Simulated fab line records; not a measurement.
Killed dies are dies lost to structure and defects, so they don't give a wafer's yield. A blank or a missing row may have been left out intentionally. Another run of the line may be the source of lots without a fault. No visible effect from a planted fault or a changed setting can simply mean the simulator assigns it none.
Which tool did it?	flow nand-harc	18 wafers from 6 lots sampled at 5 of the route's 1159 steps

WHAT EACH GAUGE READ, for each wafer
NHARC_END_SORT_01.
lot	measured	on	defect-limited-yield (%)

WHICH TOOL RAN EACH LOT (tool, then ch and the chambers of the sampled wafers, then the start)
lot	NHARC_A_BONDPAD_ANNEAL_28	NHARC_THIN_TSV_DEP_43	NHARC_THIN_TSV_ETCH_59	NHARC_THIN_TSV_STRIP_56
L800	rtp-anneal-01 ch 0, day 18 12:19	pecvd-02 ch 0,2, day 19 02:43	rie-metal-02 ch 1, day 19 09:46	plasma-asher-02 ch 0,1, day 19 10:25
L805	rtp-anneal-01 ch 0, day 20 06:10	pecvd-02 ch 0,1,2, day 21 00:03	rie-metal-02 ch 0,1, day 21 06:54	plasma-asher-01 ch 0,1, day 21 07:14
L810	rtp-anneal-02 ch 0, day 20 15:56	pecvd-01 ch 0,1, day 21 06:56	rie-metal-02 ch 0,1, day 21 14:41	plasma-asher-01 ch 0,1, day 21 15:02
L812	rtp-anneal-01 ch 0, day 21 07:00	pecvd-04 ch 0,1,2, day 21 21:29	rie-metal-02 ch 0,1, day 22 04:59	plasma-asher-01 ch 0,1, day 22 05:20
L816	rtp-anneal-02 ch 0, day 23 01:28	pecvd-02 ch 0,1,2, day 23 16:36	rie-metal-03 ch 0,1, day 23 23:31	plasma-asher-01 ch 0,1, day 24 00:00
L820	rtp-anneal-02 ch 0, day 24 08:16	pecvd-01 ch 0,1,2, day 24 20:44	rie-metal-02 ch 0,1, day 25 04:26	plasma-asher-01 ch 0,1, day 25 04:48
- NHARC_A_BONDPAD_ANNEAL_28: time 90 s.
- NHARC_THIN_TSV_DEP_43: deposits SiO2, target thk 1328.5 nm.
- NHARC_THIN_TSV_ETCH_59: etches the open film in Cl2/BCl3, target depth 880 nm, time 138.1 s.
- NHARC_THIN_TSV_STRIP_56: strips in O2.

THE ANSWER, worked out from the rows above alone
Rule: usual is defined by the lots themselves. The widest of any qualifying gaps counts: lots, ordered by their means at a reading, are off when they make up no more than a third of the lots, leave a main group of 4 or more, and stand apart from it by 3 or more times the standard deviation of that group's means. A main group is skipped when, at the precision printed for the reading in the tables above, its means are all equal. A lot without any number at a reading at which 4 lots or more have one is off too. All remaining lots with rows at the step are treated as sound.
No lot is off on any of the readings shown, so nothing can be concluded from this.

WHAT THE SIMULATOR PUT IN
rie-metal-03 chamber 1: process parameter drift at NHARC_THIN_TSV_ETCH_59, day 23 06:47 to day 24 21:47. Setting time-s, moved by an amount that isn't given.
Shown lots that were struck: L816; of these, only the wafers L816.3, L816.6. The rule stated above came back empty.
